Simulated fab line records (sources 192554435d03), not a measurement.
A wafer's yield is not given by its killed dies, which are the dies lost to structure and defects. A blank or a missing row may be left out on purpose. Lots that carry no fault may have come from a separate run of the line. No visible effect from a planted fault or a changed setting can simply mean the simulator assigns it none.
Chamber matching :: flow n5_finfet :: 3 sister chambers for N5_BEOL_M1_PECVD_72 on pecvd-01
The step deposits SiO2 from TEOS/O2, target thk 16 nm, time 18 s. 18 wafers are shown with their chamber, then 9 later ones without.

## WAFERS PAIRED WITH THEIR CHAMBERS
wafer: L078.1
chamber: 1
throttle_valve_pct (%): 22.3
showerhead_plenum_p_Torr (Torr): 8.82
heater_power_w (W): 895

wafer: L078.2
chamber: 2
throttle_valve_pct (%): 20.4
showerhead_plenum_p_Torr (Torr): 8.91
heater_power_w (W): 736

wafer: L078.5
chamber: 0
throttle_valve_pct (%): 21.0
showerhead_plenum_p_Torr (Torr): 8.89
heater_power_w (W): 806

wafer: L081.1
chamber: 2
throttle_valve_pct (%): 19.8
showerhead_plenum_p_Torr (Torr): 8.91
heater_power_w (W): 707

wafer: L081.5
chamber: 2
throttle_valve_pct (%): 19.9
showerhead_plenum_p_Torr (Torr): 8.91
heater_power_w (W): 703

wafer: L081.6
chamber: 1
throttle_valve_pct (%): 22.4
showerhead_plenum_p_Torr (Torr): 8.81
heater_power_w (W): 862

wafer: L082.1
chamber: 2
throttle_valve_pct (%): 20.0
showerhead_plenum_p_Torr (Torr): 8.91
heater_power_w (W): 685

wafer: L082.2
chamber: 0
throttle_valve_pct (%): 21.6
showerhead_plenum_p_Torr (Torr): 8.89
heater_power_w (W): 669

wafer: L082.3
chamber: 1
throttle_valve_pct (%): 22.0
showerhead_plenum_p_Torr (Torr): 8.84
heater_power_w (W): 853

wafer: L082.4
chamber: 2
throttle_valve_pct (%): 20.0
showerhead_plenum_p_Torr (Torr): 8.90
heater_power_w (W): 669

wafer: L082.5
chamber: 1
throttle_valve_pct (%): 22.3
showerhead_plenum_p_Torr (Torr): 8.80
heater_power_w (W): 835

wafer: L082.6
chamber: 0
throttle_valve_pct (%): 21.1
showerhead_plenum_p_Torr (Torr): 8.91
heater_power_w (W): 679

wafer: L083.2
chamber: 0
throttle_valve_pct (%): 21.4
showerhead_plenum_p_Torr (Torr): 8.88
heater_power_w (W): 704

wafer: L083.5
chamber: 1
throttle_valve_pct (%): 22.0
showerhead_plenum_p_Torr (Torr): 8.82
heater_power_w (W): 826

wafer: L083.6
chamber: 0
throttle_valve_pct (%): 21.3
showerhead_plenum_p_Torr (Torr): 8.87
heater_power_w (W): 742

wafer: L087.1
chamber: 1
throttle_valve_pct (%): 22.2
showerhead_plenum_p_Torr (Torr): 8.80
heater_power_w (W): 905

wafer: L087.4
chamber: 1
throttle_valve_pct (%): 22.1
showerhead_plenum_p_Torr (Torr): 8.83
heater_power_w (W): 888

wafer: L087.5
chamber: 0
throttle_valve_pct (%): 21.7
showerhead_plenum_p_Torr (Torr): 8.86
heater_power_w (W): 706

SIGNATURES (averages over the wafers above)
reading: throttle_valve_pct
chamber 0: 21.350
chamber 1: 22.186
chamber 2: 20.020
scatter within a chamber: 0.221

reading: showerhead_plenum_p_Torr
chamber 0: 8.8833
chamber 1: 8.8171
chamber 2: 8.9080
scatter within a chamber: 0.014

reading: heater_power_w
chamber 0: 717.67
chamber 1: 866.29
chamber 2: 700.00
scatter within a chamber: 37.2
Rule: a wafer's distance from a chamber is the root of the sum, over the readings, of the square of ((its reading less the chamber's mean) divided by the reading's scatter). If the next closest chamber is less than 2 further off than the closest, the wafer can't be placed; otherwise it belongs to the closest. The scatter: the root of (the sum of the squares of (reading less its chamber's mean) over the shown wafers, divided by (wafers less chambers)).

## WAFERS WITHOUT THEIR CHAMBER
wafer: L090.1
throttle_valve_pct (%): 20.2
showerhead_plenum_p_Torr (Torr): 8.93
heater_power_w (W): 718

wafer: L090.2
throttle_valve_pct (%): 22.2
showerhead_plenum_p_Torr (Torr): 8.82
heater_power_w (W): 731

wafer: L090.5
throttle_valve_pct (%): 20.1
showerhead_plenum_p_Torr (Torr): 8.96
heater_power_w (W): 728

wafer: L091.2
throttle_valve_pct (%): 20.3
showerhead_plenum_p_Torr (Torr): 8.93
heater_power_w (W): 662

wafer: L091.3
throttle_valve_pct (%): 22.1
showerhead_plenum_p_Torr (Torr): 8.82
heater_power_w (W): 897

wafer: L091.6
throttle_valve_pct (%): 19.8
showerhead_plenum_p_Torr (Torr): 8.93
heater_power_w (W): 683

wafer: L095.1
throttle_valve_pct (%): 22.2
showerhead_plenum_p_Torr (Torr): 8.84
heater_power_w (W): 842

wafer: L095.3
throttle_valve_pct (%): 21.5
showerhead_plenum_p_Torr (Torr): 8.87
heater_power_w (W): 732

wafer: L095.4
throttle_valve_pct (%): 22.2
showerhead_plenum_p_Torr (Torr): 8.82
heater_power_w (W): 859

## CHAMBER TAKEN BY EACH
wafer: L090.1
from the rows above: 2
in truth: 2

wafer: L090.2
from the rows above: 1
in truth: 1

wafer: L090.5
from the rows above: 2
in truth: 2

wafer: L091.2
from the rows above: 2
in truth: 2

wafer: L091.3
from the rows above: 1
in truth: 1

wafer: L091.6
from the rows above: 2
in truth: 2

wafer: L095.1
from the rows above: 1
in truth: 1

wafer: L095.3
from the rows above: 0
in truth: 0

wafer: L095.4
from the rows above: 1
in truth: 1
Correctly placed: 9 of 9. Can't be placed from these rows: 0. Number placed wrongly: 0.
